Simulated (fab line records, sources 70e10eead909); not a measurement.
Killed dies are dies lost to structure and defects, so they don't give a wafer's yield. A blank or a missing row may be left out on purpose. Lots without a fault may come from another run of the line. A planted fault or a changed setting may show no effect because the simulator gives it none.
One fault seen from 2 desks | flow nand_harc | each desk has only its own numbers; what lay behind them comes last

THE METROLOGY DESK
What the gauges read, lot by lot, whatever tool the lot ran on: means of the sampled wafers that have a number. A lot is out of limits, marked OUT, if its mean lies more than 4 standard deviations from the usual mean; the brackets give that distance.
Columns: A = cd_nm at NHARC_A_SGD_CUT_CD_MEAS_09, usual 100.0 nm
lot  | first seen here | A
L780 | day 13 13:25    | 99.2
L783 | day 14 20:09    | 99.8
L784 | day 15 03:44    | 100.9
L787 | day 15 07:37    | 100.4
L786 | day 16 09:02    | 100.6
L788 | day 16 11:04    | 100.3
L793 | day 17 23:19    | 100.7
L792 | day 18 01:14    | 101.0
L802 | day 19 12:47    | 100.4
L799 | day 19 13:41    | 99.9
L803 | day 19 19:53    | 99.6
L801 | day 19 20:10    | 100.1
This desk's finding: nothing out of limits on any of the 12 lots.

THE TOOL OWNER'S DESK: litho_track-06
The tool's own readings at NHARC_A_SGD_CUT_PEB_07 (peb time 65 s): means of the sampled wafers that have a number, for each lot that ran on this tool. A lot is out of limits, marked OUT, if its mean lies more than 4 standard deviations from the usual mean; the brackets give that distance.
Columns: A = chill_plate_temp_C at NHARC_A_SGD_CUT_PEB_07, usual 22.98 C; B = exhaust_pa at NHARC_A_SGD_CUT_PEB_07, usual 45.1 Pa; C = heater_power_total_W at NHARC_A_SGD_CUT_PEB_07, usual 156.6 W; D = plate_temp_C at NHARC_A_SGD_CUT_PEB_07, usual 100.00 C; E = resist_line_temp_C at NHARC_A_SGD_CUT_PEB_07, usual 22.99 C
lot  | first seen here | A     | B    | C     | D      | E
L780 | day 13 13:20    | 22.92 | 44.7 | 156.7 | 100.20 | 23.08
L801 | day 19 20:05    | 22.95 | 45.4 | 156.5 | 100.04 | 23.02
This desk's finding: nothing out of limits on any of the 2 lots.

PUT TOGETHER
The metrology desk saw nothing out of limits.
The tool owner's desk saw nothing out of limits.

WHAT THE SIMULATOR HAD PUT IN
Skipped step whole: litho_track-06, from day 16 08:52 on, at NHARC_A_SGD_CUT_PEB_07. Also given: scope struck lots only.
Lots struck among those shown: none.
